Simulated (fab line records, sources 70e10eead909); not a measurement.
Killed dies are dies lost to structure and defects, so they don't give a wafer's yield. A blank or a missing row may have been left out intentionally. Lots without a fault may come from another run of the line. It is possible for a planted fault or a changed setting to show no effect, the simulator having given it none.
fab line records ; flow nand_harc
[record] lots = 12; wafers = 36; last_day = 34
route steps=1302 shown A_SLIT@939 A_WL_FILL@952
lots with no fault: from the same line, run without faults
start_h: start of the lot's first displayed wafer, in hours after the record's first day ; wait_h: hours from the lot's prior step to this one ; " the same as in the row above ; L1.1+2: several wafers, shown together as one row ; - no value, or no start was given ; * or withheld: withheld ; < > ~ a bound
route shown NAME@n: names a module that has steps shown in the file, with the first one's number in the route ; usual: mean and standard deviation over wafers with no fault ; same: alike in all rows ; chamber/n: place in a boat ; sites: each site's reading ; _std_site: the standard deviation of these ; _edge_site: mean of outer sites minus mean of inner sites ; radius_mm: how far each site lies from the wafer's centre ; mask NAME#n: copy n ; behind: tool/chamber where the wafer was last shaped ; hold: why the lot went on hold/how many hours it stayed there/how the hold came to an end ; device: the n, p or np transistor that did not switch ; end of line: the tests these same wafers got at the end of their route ; where a step has no rows: the recipe by itself ; killed: not the wafer's yield, but the dies lost to structure and defects at the first sort ; map: a wafer's dies, x killed, . not, _ none there
set.NAME: the setting the step ran with; set.NAME@STEP: the setting that earlier step ran with ; model.NAME: the simulator's own value behind a step, which no gauge read
one table for each step of the route and one row for each wafer, over a sample of lots
services: a tool's chamber out of use, with start hour (start_h, from the record's first day; less than 0 if before it), hours out, and reason
[[steps]]
[step NHARC_A_SLIT_ETCH_17]
[recipe] bias_v = 900; source_w = withheld; pressure_mtorr = 20; ar_flow_sccm = 375; c4f8_flow_sccm = 83.3; o2_flow_sccm = 41.7; time_s = 4254.5; target_depth_a = 2.03e+05; chemistry = C4F8/O2/Ar
[usual] drypump_motor_current_A = 5.6/0.52; showerhead_plenum_p_Torr = 3.72/0.22; throttle_valve_pct = 32.045/0.0088
lot.wafer;tool;chamber;start_h;wait_h;drypump_motor_current_A;rf_hours_counter_h;showerhead_plenum_p_Torr;throttle_valve_pct
L713.1;har_etch-01;0;470.21;-;6.3;255;3.50;32.065
L713.2;har_etch-01;1;470.21;-;4.9;255;3.43;32.036
L713.5;har_etch-01;0;472.64;-;6.3;-;3.50;32.033
L714.2;har_etch-01;0;478.18;-;6.4;263;3.50;32.041
L714.4;har_etch-01;0;479.40;-;6.3;-;3.50;32.036
L714.6;har_etch-01;1;481.23;-;4.9;-;3.43;32.050
L715.2;har_etch-02;1;478.31;-;5.5;54;3.91;32.044
L715.1;har_etch-02;0;478.31;-;5.7;54;3.91;32.050
L715.4;har_etch-02;0;480.11;-;5.7;-;3.91;32.037
L717.2;har_etch-02;0;488.05;-;5.7;61;3.91;32.049
L717.1;har_etch-02;1;488.05;-;5.6;61;3.90;32.056
L717.4;har_etch-02;1;489.86;-;5.5;-;3.91;32.039
L718.1;har_etch-02;1;546.10;-;5.5;92;3.89;32.042
L718.2;har_etch-02;0;546.10;-;5.7;92;3.89;32.034
L718.4;har_etch-02;0;547.89;-;5.8;-;3.89;32.042
L722.3;har_etch-01;1;561.37;-;4.9;-;3.40;32.040
L722.4;har_etch-01;0;561.37;-;6.4;-;3.47;32.055
L722.5;har_etch-01;1;561.37;-;5.0;-;3.40;32.047
L723.1;har_etch-02;0;562.30;-;5.7;103;3.88;32.045
L723.5;har_etch-02;1;564.09;-;5.6;-;3.88;32.034
L723.6;har_etch-02;0;564.09;-;5.7;-;3.88;32.041
L728.2;har_etch-01;0;610.25;-;6.3;340;3.46;32.043
L728.1;har_etch-01;1;610.25;-;4.9;324;3.94;32.040
L728.3;har_etch-01;0;610.25;-;6.3;-;3.46;32.057
L727.1;har_etch-01;1;614.72;-;4.9;328;3.94;32.050
L727.3;har_etch-01;1;615.94;-;4.9;-;3.94;32.036
L727.6;har_etch-01;0;615.94;-;6.3;-;3.45;32.048
L729.3;har_etch-01;0;619.18;-;6.3;-;3.45;32.052
L729.4;har_etch-01;1;619.18;-;4.9;-;3.93;32.041
L729.6;har_etch-01;1;621.00;-;4.9;-;3.93;32.057
L733.1;har_etch-01;0;674.21;-;6.3;378;3.44;32.047
L733.3;har_etch-01;1;676.01;-;5.0;-;3.92;32.029
L733.6;har_etch-01;1;677.21;-;4.9;-;3.92;32.046
L732.4;har_etch-01;0;688.63;-;6.3;-;3.43;32.038
L732.3;har_etch-01;1;688.63;-;4.9;-;3.91;32.049
L732.6;har_etch-01;1;690.46;-;4.9;-;3.91;32.043
[step NHARC_A_SLIT_STRIP_18]
[recipe] o2_flow_sccm = 500; ar_flow_sccm = 0; bias_w = 0; chemistry = O2
[usual] drypump_motor_current_A = 5.7/0.53; oes_product_au = 1.003/0.0091; rf_vpp_V = 57.9/0.86; showerhead_plenum_p_Torr = 3.59/0.14; throttle_valve_pct = 17.038/0.0084
lot.wafer;tool;chamber;start_h;wait_h;drypump_motor_current_A;oes_product_au;rf_hours_counter_h;rf_vpp_V;showerhead_plenum_p_Torr;throttle_valve_pct
L713.1;rie_diel-12;3;-;-;5.7;1.013;3;57.9;3.72;17.036
L713.2;rie_diel-12;2;-;-;5.4;1.023;3;57.4;3.37;17.036
L713.5;rie_diel-12;1;-;-;5.0;1.000;-;57.6;3.59;17.045
L714.4;rie_diel-05;0;-;-;5.8;0.999;4;57.3;3.60;17.055
L714.2;rie_diel-05;1;-;-;5.4;1.002;4;59.6;3.70;17.035
L714.6;rie_diel-05;1;-;-;5.4;0.999;-;58.0;3.70;17.037
L715.1;rie_diel-12;1;-;-;5.0;0.990;3;58.2;3.59;17.028
L715.2;rie_diel-12;2;-;-;5.4;1.017;3;57.7;3.37;17.040
L715.4;rie_diel-12;3;-;-;5.7;1.018;3;58.0;3.72;17.035
L717.4;rie_diel-12;2;-;-;5.4;1.009;4;56.7;3.37;17.029
L717.2;rie_diel-12;3;-;-;5.7;1.009;4;57.6;3.72;17.048
L717.1;rie_diel-12;0;-;-;6.4;1.013;1;58.6;3.72;17.036
L718.1;rie_diel-12;1;-;-;5.0;0.993;7;58.6;3.58;17.028
L718.2;rie_diel-12;0;-;-;6.4;1.010;4;57.8;3.72;17.039
L718.4;rie_diel-12;3;-;-;5.7;1.011;-;58.9;3.72;17.037
L722.4;rie_diel-12;3;-;-;5.7;1.012;10;58.4;3.71;17.044
L722.3;rie_diel-12;0;-;-;6.4;1.002;6;59.4;3.72;17.020
L722.5;rie_diel-12;0;-;-;6.4;1.008;-;58.5;3.72;17.040
L723.1;rie_diel-05;0;-;-;5.8;1.003;9;57.3;3.60;17.025
L723.5;rie_diel-05;2;-;-;5.5;1.006;-;58.0;3.72;17.042
L723.6;rie_diel-05;3;-;-;6.2;1.004;-;56.2;3.37;17.038
L728.2;rie_diel-12;0;-;-;6.4;1.016;8;58.1;3.71;17.048
L728.1;rie_diel-12;2;-;-;5.4;1.003;11;56.8;3.37;17.039
L728.3;rie_diel-12;3;-;-;5.7;1.008;13;56.9;3.71;17.062
L727.1;rie_diel-12;1;-;-;5.0;0.998;11;59.5;3.58;17.039
L727.3;rie_diel-12;2;-;-;5.4;1.001;11;58.6;3.37;17.033
L727.6;rie_diel-12;3;-;-;5.7;1.002;-;57.6;3.71;17.034
L729.3;rie_diel-12;0;-;-;6.4;1.010;9;57.9;3.71;17.054
L729.4;rie_diel-12;2;-;-;5.4;1.003;11;58.4;3.37;17.046
L729.6;rie_diel-12;0;-;-;6.4;1.001;-;58.1;3.71;17.038
L733.3;rie_diel-05;3;-;-;6.2;0.976;5;58.0;3.37;17.042
L733.1;rie_diel-05;0;-;-;5.8;1.009;6;57.1;3.60;17.035
L733.6;rie_diel-05;3;-;-;6.1;0.988;-;57.5;3.37;17.027
L732.4;rie_diel-12;0;-;-;6.4;1.015;3;58.7;3.71;17.047
L732.3;rie_diel-12;1;-;-;5.0;0.993;3;57.4;3.58;17.038
L732.6;rie_diel-12;1;-;-;5.0;0.997;-;57.5;3.58;17.034
[step NHARC_A_WL_FILL_ALD_00]
[recipe] target_thk_a = 30; pulse_time_s = 3; ald_cycles = 30; temp_c = 300; material = Al2O3
[usual] ald_cycles = 30/0; heater_power_w = 458/55; precursor_pulse_height_rel = 1.000/0.022
lot.wafer;tool;chamber;start_h;wait_h;ald_cycles;heater_power_w;precursor_pulse_height_rel
L713.2;ald_hk-02;1;482.16;0.1;30;512;0.988
L713.1;ald_hk-02;3;482.16;0.1;30;435;0.985
L713.5;ald_hk-02;1;482.16;0.1;30;498;1.013
L714.4;ald_hk-04;2;489.94;0.1;30;509;0.961
L714.2;ald_hk-04;0;489.94;0.1;30;396;1.012
L714.6;ald_hk-04;3;489.94;0.1;30;540;0.995
L715.1;ald_hk-01;0;489.97;0.1;30;447;1.007
L715.4;ald_hk-01;1;489.97;0.1;30;429;1.035
L715.2;ald_hk-01;2;489.97;0.1;30;414;0.977
L717.1;ald_hk-01;2;500.18;0.4;30;412;1.009
L717.4;ald_hk-01;3;500.18;0.4;30;402;0.961
L717.2;ald_hk-01;1;500.18;0.4;30;419;0.969
L718.4;ald_hk-04;1;557.92;0.1;30;405;1.026
L718.1;ald_hk-04;2;557.92;0.1;30;516;0.996
L718.2;ald_hk-04;3;557.92;0.1;30;559;0.959
L723.1;ald_hk-04;2;572.01;0.1;30;497;0.947
L723.6;ald_hk-04;1;572.01;0.1;30;418;1.023
L723.5;ald_hk-04;2;572.01;0.1;30;499;0.969
L722.4;ald_hk-01;2;572.05;0.1;30;431;0.984
L722.3;ald_hk-01;3;572.05;0.1;30;422;0.985
L722.5;ald_hk-01;1;572.05;0.1;30;434;1.012
L728.1;ald_hk-04;1;622.07;0.1;30;416;0.960
L728.3;ald_hk-04;2;622.07;0.1;30;486;0.977
L728.2;ald_hk-04;0;622.07;0.1;30;392;0.975
L727.3;ald_hk-02;0;625.79;0.1;30;469;1.009
L727.1;ald_hk-02;1;625.79;0.1;30;515;1.014
L727.6;ald_hk-02;0;625.79;0.1;30;466;0.998
L729.4;ald_hk-04;0;630.54;0.9;30;403;0.976
L729.3;ald_hk-04;1;630.54;0.9;30;404;1.051
L729.6;ald_hk-04;2;630.54;0.9;30;479;1.005
L733.1;ald_hk-01;0;685.99;0.1;30;431;0.971
L733.3;ald_hk-01;2;685.99;0.1;30;433;1.005
L733.6;ald_hk-01;3;685.99;0.1;30;410;0.986
L732.4;ald_hk-04;3;699.21;0.1;30;534;1.022
L732.3;ald_hk-04;0;699.21;0.1;30;411;0.977
L732.6;ald_hk-04;3;699.21;0.1;30;540;1.013
[step NHARC_A_WL_FILL_ALD_02]
[recipe] target_thk_a = 20; pulse_time_s = 3; ald_cycles = 100; temp_c = 450; material = TiN
[usual] ald_cycles = 100/0; heater_power_w = 1107/110; precursor_pulse_height_rel = 0.999/0.02
lot.wafer;tool;chamber;start_h;wait_h;ald_cycles;heater_power_w;precursor_pulse_height_rel
L713.2;ald_metal-02;3;482.61;0.2;100;1019;1.037
L713.1;ald_metal-02;0;482.61;0.2;100;1029;1.009
L713.5;ald_metal-02;3;482.61;0.2;100;1005;0.987
L715.4;ald_metal-04;1;490.42;0.1;100;945;1.009
L715.2;ald_metal-04;2;490.42;0.1;100;1078;0.998
L715.1;ald_metal-04;3;490.42;0.1;100;1238;0.996
L714.4;ald_metal-02;3;490.56;0.1;100;1016;0.984
L714.2;ald_metal-02;2;490.56;0.1;100;1193;0.976
L714.6;ald_metal-02;3;490.56;0.1;100;1013;1.002
L717.1;ald_metal-04;2;500.66;0.2;100;1103;0.998
L717.2;ald_metal-04;0;500.66;0.2;100;1214;0.986
L717.4;ald_metal-04;1;500.66;0.2;100;957;0.991
L718.1;ald_metal-03;3;558.42;0.2;100;1190;1.043
L718.2;ald_metal-03;0;558.42;0.2;100;1145;1.011
L718.4;ald_metal-03;1;558.42;0.2;100;894;0.989
L722.3;ald_metal-02;3;572.52;0.2;100;1069;0.979
L722.4;ald_metal-02;0;572.52;0.2;100;1027;1.000
L722.5;ald_metal-02;3;572.52;0.2;100;1031;1.024
L723.1;ald_metal-04;1;572.55;0.3;100;959;1.005
L723.5;ald_metal-04;3;572.55;0.3;100;1235;1.024
L723.6;ald_metal-04;0;572.55;0.3;100;1215;0.983
L728.1;ald_metal-04;2;622.65;0.2;152;1124;1.004
L728.3;ald_metal-04;0;622.65;0.2;100;1174;1.031
L728.2;ald_metal-04;1;622.65;0.2;100;996;0.985
L727.3;ald_metal-02;3;626.26;0.1;100;1052;0.977
L727.1;ald_metal-02;1;626.26;0.1;100;1129;1.006
L727.6;ald_metal-02;3;626.26;0.1;100;1090;1.031
L729.3;ald_metal-04;1;631.05;0.2;100;974;0.984
L729.4;ald_metal-04;2;631.05;0.2;152;1099;1.005
L729.6;ald_metal-04;0;631.05;0.2;100;1199;0.978
L733.3;ald_metal-03;2;686.48;0.2;100;1147;1.000
L733.1;ald_metal-03;0;686.48;0.2;100;1171;1.004
L733.6;ald_metal-03;2;686.48;0.2;100;1143;0.986
L732.3;ald_metal-02;1;699.73;0.2;100;1138;1.021
L732.4;ald_metal-02;3;699.73;0.2;100;1053;1.003
L732.6;ald_metal-02;1;699.73;0.2;100;1133;0.995
[[services]]
tool;chamber;start_h;hours;kind
rie_diel-12;-;446.43;9.0;pm
rie_diel-12;0;446.43;33.9;vent_cycle
rie_diel-12;1;446.43;9.0;vent_cycle
ald_metal-04;-;474.00;10.0;pm
ald_metal-03;-;481.63;0.6;repair
ald_metal-02;1;507.15;4.6;repair
ald_metal-02;0;517.52;19.9;repair
ald_hk-04;-;535.61;1.5;repair
rie_diel-12;2;544.23;16.7;repair
rie_diel-05;1;547.89;9.6;repair
ald_metal-04;-;549.59;0.9;repair
ald_metal-03;-;568.00;10.0;pm
rie_diel-12;0;568.12;15.6;repair
rie_diel-12;3;574.13;1.2;repair
ald_metal-02;-;577.85;0.6;repair
rie_diel-05;-;583.60;9.0;pm
ald_metal-04;1;594.33;12.0;repair
har_etch-02;-;605.51;11.4;repair
ald_metal-02;-;610.00;10.0;pm
ald_hk-04;-;610.32;10.0;pm
rie_diel-12;-;623.43;9.0;pm
ald_metal-03;1;627.33;10.9;repair
ald_metal-04;-;652.00;10.0;pm
ald_hk-01;-;662.25;1.0;repair
[[key]]
[first_sign] step = NHARC_A_WL_FILL_ALD_02; reading = ald_cycles; direction = up; sigmas = 99+; usual = 100; struck = 152
effect none on later readings
met_at NHARC_A_WL_FILL_ALD_02
struck_lots L728,L729
struck_wafers L728.1,L729.4
tester_left_out L728,L729
not_acting_at NHARC_A_SLIT_ETCH_17,NHARC_A_SLIT_STRIP_18,NHARC_A_WL_FILL_ALD_00
onset_between 500.66 622.65
[fault] kind = process_parameter_drift; tool = ald_metal-04; chamber = 2; onset_h = 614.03; steps = NHARC_A_WL_FILL_ALD_02; channel = ald_cycles; offset = 52; shape = step; end_h = 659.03; acts_in = these_recipes_only; stated = 100
// tester_left_out: of these lots the tester's yield and bins aren't shown, on N5 and GAA mostly nor the transistor test; their killed dies are dies lost to structure and defects alone, not to doping, threshold or leakage, so they don't give the yield
